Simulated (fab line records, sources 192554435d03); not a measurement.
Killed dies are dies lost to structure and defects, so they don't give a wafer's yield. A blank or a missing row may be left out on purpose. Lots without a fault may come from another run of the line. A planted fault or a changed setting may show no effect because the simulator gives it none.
Chamber matching | flow n5_finfet | N5_FIN_SAQP_SPACER1_ETCHBACK_25 on rie_diel-05: 4 sister chambers
The step etches SiO2 in CHF3/O2, target depth 24.4 nm, time 12.2 s. 4 wafers are shown with their chamber, then 11 later ones without.

WAFERS WITH THEIR CHAMBER
wafer  | chamber | throttle_valve_pct (%)
L086.2 | 2       | 18.59
L089.5 | 0       | 19.19
L089.6 | 1       | 19.01
L090.2 | 3       | 18.59

WAFERS WITHOUT THEIR CHAMBER
wafer  | throttle_valve_pct (%)
L090.5 | 18.60
L090.6 | 18.59
L091.1 | 19.20
L091.2 | 18.63
L091.6 | 19.19
L092.1 | 18.59
L092.3 | 19.18
L092.4 | 19.01
L097.1 | 18.63
L097.3 | 19.21
L097.5 | 19.04

WHICH CHAMBER EACH WENT THROUGH
wafer  | from the rows above     | in truth
L090.5 | can't be placed: 2 or 3 | 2
L090.6 | can't be placed: 2 or 3 | 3
L091.1 | 0                       | 0
L091.2 | can't be placed: 2 or 3 | 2
L091.6 | 0                       | 0
L092.1 | can't be placed: 2 or 3 | 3
L092.3 | 0                       | 0
L092.4 | 1                       | 1
L097.1 | can't be placed: 2 or 3 | 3
L097.3 | 0                       | 0
L097.5 | 1                       | 1
Placed correctly: 6 of 11. Can't be placed from these rows: 5 (the true chamber is among the candidates in 5). Placed wrongly: 0.
How it was worked out, from the rows above alone: a wafer's distance from a chamber is the root of the sum, over the readings, of the square of ((its reading less the chamber's mean) divided by the reading's scatter). The wafer belongs to the nearest chamber; if the next one is less than 2 further off, it can't be placed. A chamber's mean is the mean of its shown wafers. The scatter: with one shown wafer a chamber, the root of the mean of the squares of how far each hidden wafer lies from its nearest shown one.
